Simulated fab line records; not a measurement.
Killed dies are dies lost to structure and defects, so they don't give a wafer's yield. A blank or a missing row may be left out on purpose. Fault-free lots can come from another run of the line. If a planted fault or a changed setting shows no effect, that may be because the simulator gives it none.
fab line records | flow n5-finfet
record: lots: 24 wafers: 72 last-day: 19
route steps=1938 shown BEOL_M2@902
lots untouched by any fault: they come from a run of this same line in which no faults occurred
start-h: the number of hours between the record's first day and the start of the first shown wafer of the lot | wait-h: time in hours since the lot's previous step | " same as the row above | L1.1+2: one row covering several wafers at once | - no value, or no start given | * or withheld: withheld | < > ~ a bound
route shown NAME@n: names a module that has steps shown in the file, with the first one's number in the route | usual: mean/standard deviation taken from wafers without a fault | same: alike in all rows | chamber/n: place in a boat | sites: readings site by site | _std_site: standard deviation of those values | _edge_site: the outer-site mean with the inner-site mean subtracted | radius-mm: for every site, how far away it sits from the centre of the wafer | mask NAME#n: copy n | behind: tool/chamber where the wafer was last shaped | hold: reason for holding the lot/hours on hold/outcome of the hold | device: the transistor (n, p or np) that didn't switch | end of line: the same wafers' tests at the end of the route | a step without rows: its recipe alone | killed: dies that structure and defects cost at the first sort, which is not the same as the wafer's yield | map: shows each die of a wafer: x if killed, . if not, _ if none is there
set.NAME: the setting as run; set.NAME@STEP: as run at that earlier step | model.NAME: the simulator's own value behind a step, which no gauge read
one table for each step of the route and one row for each wafer, over a sample of lots
services: the hour from which a tool's chamber was out of use, counted from the record's first day as start-h (under 0 if before that day), plus the number of hours and why
== steps ==
step: N5_BEOL_M2_SURFACE_TREAT_85
recipe: gas: Ar time-s: * ion-energy-ev: * ion-current-ma-cm2: 0.5 pressure-mtorr: * ar-flow-sccm: 30
usual: throttle-valve-pct: *
columns lot.wafer tool chamber start-h wait-h throttle-valve-pct
L075.1 pvd-sputter-01 - 155.89 0.1 *
L075.2 " - " " *
L075.6 " - " " *
L074.2 pvd-sputter-02 - 156.16 0.3 *
L074.3 " - " " *
L074.5 " - " " *
L076.1 pvd-sputter-02 - 162.42 0.3 *
L076.3 " - " " *
L076.6 " - " " *
L078.1 pvd-sputter-03 - 164.35 0.2 *
L078.3 " - " " *
L078.5 " - " " *
L077.1 pvd-sputter-02 - 169.33 0.1 *
L077.4 " - " " *
L077.5 " - " " *
L079.1 pvd-sputter-01 - 176.14 0.2 *
L079.4 " - " " *
L079.6 " - " " *
L080.2 pvd-sputter-01 - 178.06 1.4 *
L080.5 " - " " *
L080.6 " - " " *
L081.1 pvd-sputter-01 - 178.10 1.4 *
L081.3 " - " " *
L081.6 " - " " *
L082.2 pvd-sputter-03 - 185.43 0.3 *
L082.4 " - " " *
L082.5 " - " " *
L083.1 pvd-sputter-03 - 200.86 0.1 *
L083.4 " - " " *
L083.5 " - " " *
L084.1 pvd-sputter-01 - 227.08 0.2 *
L084.5 " - " " *
L084.6 " - " " *
L085.1 pvd-sputter-01 - 237.30 0.1 *
L085.4 " - " " *
L085.5 " - " " *
L086.1 pvd-sputter-01 - 237.50 0.2 *
L086.2 " - " " *
L086.4 " - " " *
L088.2 pvd-sputter-01 - 243.64 0.1 *
L088.3 " - " " *
L088.5 " - " " *
L087.1 pvd-sputter-02 - 243.89 0.1 *
L087.5 " - " " *
L087.6 " - " " *
L089.1 pvd-sputter-03 - 251.42 0.2 *
L089.3 " - " " *
L089.4 " - " " *
L090.4 pvd-sputter-01 - 255.77 0.1 *
L090.5 " - " " *
L090.6 " - " " *
L091.1 pvd-sputter-03 - 255.84 0.1 *
L091.2 " - " " *
L091.4 " - " " *
L093.2 pvd-sputter-02 - 259.68 0.3 *
L093.3 " - " " *
L093.5 " - " " *
L092.4 pvd-sputter-02 - 262.23 0.1 *
L092.5 " - " " *
L092.6 " - " " *
L095.1 pvd-sputter-01 - 268.22 0.2 *
L095.3 " - " " *
L095.5 " - " " *
L094.1 pvd-sputter-01 - 276.18 0.1 *
L094.2 " - " " *
L094.3 " - " " *
L096.1 pvd-sputter-01 - 286.23 0.4 *
L096.5 " - " " *
L096.6 " - " " *
L097.1 pvd-sputter-03 - 298.48 0.3 *
L097.3 " - " " *
L097.5 " - " " *
step: N5_BEOL_M2_SPUTTER_48
recipe: material: Cu target-thk-a: 45 temp-c: -20 chamber-pressure-pa: 0.07 power-w: withheld time-s: 8.29
usual: throttle-valve-pct: 30.3/1.3
columns lot.wafer tool chamber start-h wait-h throttle-valve-pct
L075.1 pvd-sputter-02 - 156.20 0.2 31.4
L075.2 " - " " 29.8
L075.6 " - " " 31.8
L074.2 pvd-sputter-02 - 158.04 1.5 28.6
L074.3 " - " " 31.5
L074.5 " - " " 31.7
L076.1 pvd-sputter-02 - 162.70 0.1 29.7
L076.3 " - " " 31.7
L076.6 " - " " 28.7
L078.1 pvd-sputter-01 - 164.72 0.2 31.6
L078.3 " - " " 32.7
L078.5 " - " " 32.8
L077.1 pvd-sputter-03 - 169.61 0.1 30.9
L077.4 " - " " 30.2
L077.5 " - " " 29.2
L079.1 pvd-sputter-02 - 176.43 0.2 28.6
L079.4 " - " " 29.7
L079.6 " - " " 31.8
L080.2 pvd-sputter-01 - 178.32 0.1 30.8
L080.5 " - " " 32.9
L080.6 " - " " 29.8
L081.1 pvd-sputter-02 - 178.37 0.1 30.1
L081.3 " - " " 31.8
L081.6 " - " " 29.4
L082.2 pvd-sputter-03 - 185.83 0.3 29.3
L082.4 " - " " 30.3
L082.5 " - " " 31.3
L083.1 pvd-sputter-02 - 201.87 0.7 31.7
L083.4 " - " " 29.1
L083.5 " - " " 29.9
L084.1 pvd-sputter-03 - 227.44 0.2 30.8
L084.5 " - " " 31.0
L084.6 " - " " 29.1
L085.1 pvd-sputter-02 - 237.56 0.1 28.7
L085.4 " - " " 29.7
L085.5 " - " " 29.9
L086.1 pvd-sputter-01 - 237.86 0.2 31.1
L086.2 " - " " 29.9
L086.4 " - " " 31.4
L088.2 pvd-sputter-03 - 243.88 0.1 29.3
L088.3 " - " " 30.3
L088.5 " - " " 30.2
L087.1 pvd-sputter-02 - 244.35 0.3 31.6
L087.5 " - " " 31.6
L087.6 " - " " 29.5
L089.1 pvd-sputter-01 - 253.29 1.5 30.7
L089.3 " - " " 30.0
L089.4 " - " " 33.1
L090.4 pvd-sputter-01 - 256.04 0.0 29.7
L090.5 " - " " 31.3
L090.6 " - " " 30.9
L091.1 pvd-sputter-02 - 256.18 0.1 29.9
L091.2 " - " " 28.6
L091.4 " - " " 31.6
L093.2 pvd-sputter-02 - 259.94 0.1 28.4
L093.3 " - " " 30.0
L093.5 " - " " 28.5
L092.4 pvd-sputter-01 - 262.52 0.1 30.8
L092.5 " - " " 29.6
L092.6 " - " " 32.9
L095.1 pvd-sputter-02 - 268.55 0.2 28.4
L095.3 " - " " 29.9
L095.5 " - " " 28.4
L094.1 pvd-sputter-03 - 276.49 0.1 29.3
L094.2 " - " " 30.9
L094.3 " - " " 30.3
L096.1 pvd-sputter-03 - 286.49 0.1 28.9
L096.5 " - " " 29.1
L096.6 " - " " 30.2
L097.1 pvd-sputter-01 - 298.76 0.1 29.8
L097.3 " - " " 32.9
L097.5 " - " " 29.8
step: N5_BEOL_M2_SPUTTER_88
recipe: material: Cu target-thk-a: 45 temp-c: -20 chamber-pressure-pa: 0.07 power-w: withheld time-s: 8.29
usual: throttle-valve-pct: 30.3/1.3
columns lot.wafer tool chamber start-h wait-h throttle-valve-pct
L075.1 pvd-sputter-02 - 157.08 0.1 31.7
L075.2 " - " " 30.1
L075.6 " - " " 31.7
L074.2 pvd-sputter-02 - 158.92 0.1 28.4
L074.3 " - " " 31.4
L074.5 " - " " 31.6
L076.1 pvd-sputter-02 - 163.58 0.1 30.2
L076.3 " - " " 31.8
L076.6 " - " " 28.6
L078.1 pvd-sputter-01 - 165.60 0.1 31.5
L078.3 " - " " 33.2
L078.5 " - " " 33.1
L077.1 pvd-sputter-03 - 170.49 0.1 31.0
L077.4 " - " " 30.2
L077.5 " - " " 29.0
L079.1 pvd-sputter-02 - 177.31 0.1 28.4
L079.4 " - " " 29.2
L079.6 " - " " 31.8
L080.2 pvd-sputter-01 - 179.20 0.1 30.8
L080.5 " - " " 32.8
L080.6 " - " " 29.5
L081.1 pvd-sputter-02 - 179.25 0.1 29.9
L081.3 " - " " 31.6
L081.6 " - " " 29.5
L082.2 pvd-sputter-03 - 186.71 0.1 29.1
L082.4 " - " " 30.3
L082.5 " - " " 31.0
L083.1 pvd-sputter-02 - 202.75 0.1 31.5
L083.4 " - " " 29.5
L083.5 " - " " 29.8
L084.1 pvd-sputter-03 - 228.32 0.1 30.9
L084.5 " - " " 31.0
L084.6 " - " " 29.0
L085.1 pvd-sputter-02 - 238.44 0.1 28.3
L085.4 " - " " 29.5
L085.5 " - " " 30.0
L086.1 pvd-sputter-01 - 238.74 0.1 30.8
L086.2 " - " " 29.7
L086.4 " - " " 31.7
L088.2 pvd-sputter-03 - 244.76 0.1 29.2
L088.3 " - " " 30.0
L088.5 " - " " 30.2
L087.1 pvd-sputter-02 - 245.23 0.1 31.7
L087.5 " - " " 32.0
L087.6 " - " " 29.5
L089.1 pvd-sputter-01 - 254.17 0.1 30.6
L089.3 " - " " 29.7
L089.4 " - " " 33.2
L090.4 pvd-sputter-01 - 256.92 0.1 29.5
L090.5 " - " " 31.3
L090.6 " - " " 30.7
L091.1 pvd-sputter-02 - 257.06 0.1 30.0
L091.2 " - " " 28.6
L091.4 " - " " 31.6
L093.2 pvd-sputter-02 - 260.82 0.1 28.2
L093.3 " - " " 30.0
L093.5 " - " " 28.5
L092.4 pvd-sputter-01 - 263.40 0.1 30.7
L092.5 " - " " 29.8
L092.6 " - " " 33.0
L095.1 pvd-sputter-02 - 269.43 0.1 28.6
L095.3 " - " " 29.8
L095.5 " - " " 28.6
L094.1 pvd-sputter-03 - 277.37 0.1 29.0
L094.2 " - " " 30.8
L094.3 " - " " 30.1
L096.1 pvd-sputter-03 - 287.37 0.1 29.2
L096.5 " - " " 29.0
L096.6 " - " " 30.2
L097.1 pvd-sputter-01 - 299.64 0.1 29.9
L097.3 " - " " 33.2
L097.5 " - " " 29.8
step: N5_BEOL_M2_ANNEAL_89
recipe: temp-c: 400 time-s: 240 ambient: vacuum
usual: heater-power-w: 821/72
columns lot.wafer tool chamber start-h wait-h heater-power-w
L075.1 pvd-sputter-02 - 157.16 0.0 889
L075.2 " - " " 773
L075.6 " - " " 891
L074.2 pvd-sputter-02 - 159.00 0.0 923
L074.3 " - " " 914
L074.5 " - " " 921
L076.1 pvd-sputter-02 - 163.66 0.0 791
L076.3 " - " " 907
L076.6 " - " " 922
L078.1 pvd-sputter-01 - 165.68 0.0 698
L078.3 " - " " 821
L078.5 " - " " 834
L077.1 pvd-sputter-03 - 170.57 0.0 771
L077.4 " - " " 870
L077.5 " - " " 719
L079.1 pvd-sputter-02 - 177.39 0.0 943
L079.4 " - " " 788
L079.6 " - " " 884
L080.2 pvd-sputter-01 - 179.28 0.0 869
L080.5 " - " " 828
L080.6 " - " " 776
L081.1 pvd-sputter-02 - 179.33 0.0 795
L081.3 " - " " 900
L081.6 " - " " 771
L082.2 pvd-sputter-03 - 186.79 0.0 882
L082.4 " - " " 871
L082.5 " - " " 777
L083.1 pvd-sputter-02 - 202.83 0.0 903
L083.4 " - " " 758
L083.5 " - " " 785
L084.1 pvd-sputter-03 - 228.40 0.0 800
L084.5 " - " " 802
L084.6 " - " " 735
L085.1 pvd-sputter-02 - 238.52 0.0 915
L085.4 " - " " 782
L085.5 " - " " 786
L086.1 pvd-sputter-01 - 238.82 0.0 852
L086.2 " - " " 752
L086.4 " - " " 697
L088.2 pvd-sputter-03 - 244.84 0.0 899
L088.3 " - " " 880
L088.5 " - " " 869
L087.1 pvd-sputter-02 - 245.31 0.0 922
L087.5 " - " " 921
L087.6 " - " " 767
L089.1 pvd-sputter-01 - 254.25 0.0 890
L089.3 " - " " 760
L089.4 " - " " 826
L090.4 pvd-sputter-01 - 257.00 0.0 755
L090.5 " - " " 692
L090.6 " - " " 863
L091.1 pvd-sputter-02 - 257.14 0.0 775
L091.2 " - " " 954
L091.4 " - " " 891
L093.2 pvd-sputter-02 - 260.90 0.0 908
L093.3 " - " " 808
L093.5 " - " " 931
L092.4 pvd-sputter-01 - 266.78 3.3 843
L092.5 " - " " 748
L092.6 " - " " 796
L095.1 pvd-sputter-02 - 269.51 0.0 895
L095.3 " - " " 775
L095.5 " - " " 937
L094.1 pvd-sputter-03 - 277.45 0.0 855
L094.2 " - " " 780
L094.3 " - " " 871
L096.1 pvd-sputter-03 - 287.45 0.0 734
L096.5 " - " " 872
L096.6 " - " " 895
L097.1 pvd-sputter-01 - 299.72 0.0 765
L097.3 " - " " 829
L097.5 " - " " 768
step: N5_BEOL_M2_SPUTTER_92
recipe: material: Cu target-thk-a: 45 temp-c: -20 chamber-pressure-pa: 0.07 power-w: withheld time-s: 8.29
usual: throttle-valve-pct: 30.3/1.3
columns lot.wafer tool chamber start-h wait-h throttle-valve-pct
L075.1 pvd-sputter-02 - 157.52 0.1 31.7
L075.2 " - " " 29.8
L075.6 " - " " 31.5
L074.2 pvd-sputter-02 - 159.36 0.1 28.5
L074.3 " - " " 31.6
L074.5 " - " " 31.7
L076.1 pvd-sputter-02 - 164.02 0.1 30.2
L076.3 " - " " 31.4
L076.6 " - " " 28.3
L078.1 pvd-sputter-01 - 166.04 0.1 31.5
L078.3 " - " " 33.1
L078.5 " - " " 33.1
L077.1 pvd-sputter-03 - 170.93 0.1 30.7
L077.4 " - " " 30.2
L077.5 " - " " 29.1
L079.1 pvd-sputter-02 - 177.75 0.1 28.5
L079.4 " - " " 29.6
L079.6 " - " " 31.6
L080.2 pvd-sputter-01 - 179.64 0.1 30.4
L080.5 " - " " 32.9
L080.6 " - " " 29.8
L081.1 pvd-sputter-02 - 179.69 0.1 29.9
L081.3 " - " " 31.7
L081.6 " - " " 29.4
L082.2 pvd-sputter-03 - 187.15 0.1 28.9
L082.4 " - " " 30.3
L082.5 " - " " 31.2
L083.1 pvd-sputter-02 - 203.19 0.1 31.7
L083.4 " - " " 29.6
L083.5 " - " " 29.8
L084.1 pvd-sputter-03 - 228.76 0.1 31.2
L084.5 " - " " 31.1
L084.6 " - " " 29.1
L085.1 pvd-sputter-02 - 238.88 0.1 28.9
L085.4 " - " " 29.4
L085.5 " - " " 30.0
L086.1 pvd-sputter-01 - 239.18 0.1 30.7
L086.2 " - " " 29.7
L086.4 " - " " 31.7
L088.2 pvd-sputter-03 - 245.20 0.1 29.1
L088.3 " - " " 30.4
L088.5 " - " " 30.1
L087.1 pvd-sputter-02 - 245.67 0.1 31.5
L087.5 " - " " 31.6
L087.6 " - " " 29.5
L089.1 pvd-sputter-01 - 254.61 0.1 30.7
L089.3 " - " " 29.8
L089.4 " - " " 33.1
L090.4 pvd-sputter-01 - 257.36 0.1 29.8
L090.5 " - " " 31.4
L090.6 " - " " 30.9
L091.1 pvd-sputter-02 - 257.50 0.1 29.9
L091.2 " - " " 28.6
L091.4 " - " " 31.6
L093.2 pvd-sputter-02 - 261.26 0.1 28.4
L093.3 " - " " 29.8
L093.5 " - " " 28.4
L092.4 pvd-sputter-01 - 267.14 0.1 30.7
L092.5 " - " " 29.4
L092.6 " - " " 32.8
L095.1 pvd-sputter-02 - 269.87 0.1 28.2
L095.3 " - " " 29.8
L095.5 " - " " 28.6
L094.1 pvd-sputter-03 - 277.81 0.1 29.0
L094.2 " - " " 30.9
L094.3 " - " " 30.4
L096.1 pvd-sputter-03 - 287.81 0.1 29.2
L096.5 " - " " 29.1
L096.6 " - " " 30.2
L097.1 pvd-sputter-01 - 300.08 0.1 29.5
L097.3 " - " " 33.1
L097.5 " - " " 29.7
step: N5_BEOL_M2_ANNEAL_95
recipe: temp-c: 400 time-s: 240 ambient: vacuum
usual: heater-power-w: 822/71
columns lot.wafer tool chamber start-h wait-h heater-power-w
L075.1 pvd-sputter-02 - 157.82 0.0 896
L075.2 " - " " 787
L075.6 " - " " 896
L074.2 pvd-sputter-02 - 159.66 0.0 940
L074.3 " - " " 898
L074.5 " - " " 906
L076.1 pvd-sputter-02 - 164.32 0.0 793
L076.3 " - " " 905
L076.6 " - " " 950
L078.1 pvd-sputter-01 - 166.34 0.0 674
L078.3 " - " " 827
L078.5 " - " " 847
L077.1 pvd-sputter-03 - 171.23 0.0 766
L077.4 " - " " 887
L077.5 " - " " 719
L079.1 pvd-sputter-02 - 178.05 0.0 956
L079.4 " - " " 779
L079.6 " - " " 900
L080.2 pvd-sputter-01 - 179.94 0.0 860
L080.5 " - " " 825
L080.6 " - " " 766
L081.1 pvd-sputter-02 - 179.99 0.0 797
L081.3 " - " " 892
L081.6 " - " " 760
L082.2 pvd-sputter-03 - 187.45 0.0 876
L082.4 " - " " 904
L082.5 " - " " 777
L083.1 pvd-sputter-02 - 203.49 0.0 881
L083.4 " - " " 787
L083.5 " - " " 793
L084.1 pvd-sputter-03 - 229.06 0.0 784
L084.5 " - " " 764
L084.6 " - " " 734
L085.1 pvd-sputter-02 - 239.18 0.0 921
L085.4 " - " " 765
L085.5 " - " " 808
L086.1 pvd-sputter-01 - 239.48 0.0 874
L086.2 " - " " 779
L086.4 " - " " 700
L088.2 pvd-sputter-03 - 245.50 0.0 883
L088.3 " - " " 848
L088.5 " - " " 893
L087.1 pvd-sputter-02 - 245.97 0.0 916
L087.5 " - " " 929
L087.6 " - " " 771
L089.1 pvd-sputter-01 - 254.91 0.0 865
L089.3 " - " " 769
L089.4 " - " " 832
L090.4 pvd-sputter-01 - 257.66 0.0 768
L090.5 " - " " 708
L090.6 " - " " 877
L091.1 pvd-sputter-02 - 257.80 0.0 776
L091.2 " - " " 916
L091.4 " - " " 897
L093.2 pvd-sputter-02 - 261.56 0.0 912
L093.3 " - " " 779
L093.5 " - " " 912
L092.4 pvd-sputter-01 - 267.44 0.0 853
L092.5 " - " " 761
L092.6 " - " " 813
L095.1 pvd-sputter-02 - 270.17 0.0 918
L095.3 " - " " 785
L095.5 " - " " 930
L094.1 pvd-sputter-03 - 278.11 0.0 898
L094.2 " - " " 787
L094.3 " - " " 869
L096.1 pvd-sputter-03 - 288.11 0.0 752
L096.5 " - " " 871
L096.6 " - " " 885
L097.1 pvd-sputter-01 - 300.38 0.0 769
L097.3 " - " " 837
L097.5 " - " " 761
== services ==
columns tool chamber start-h hours kind
pvd-sputter-03 - 157.03 5.4 repair
pvd-sputter-02 - 229.10 4.9 repair
pvd-sputter-01 - 264.67 2.1 repair
== key ==
fault none
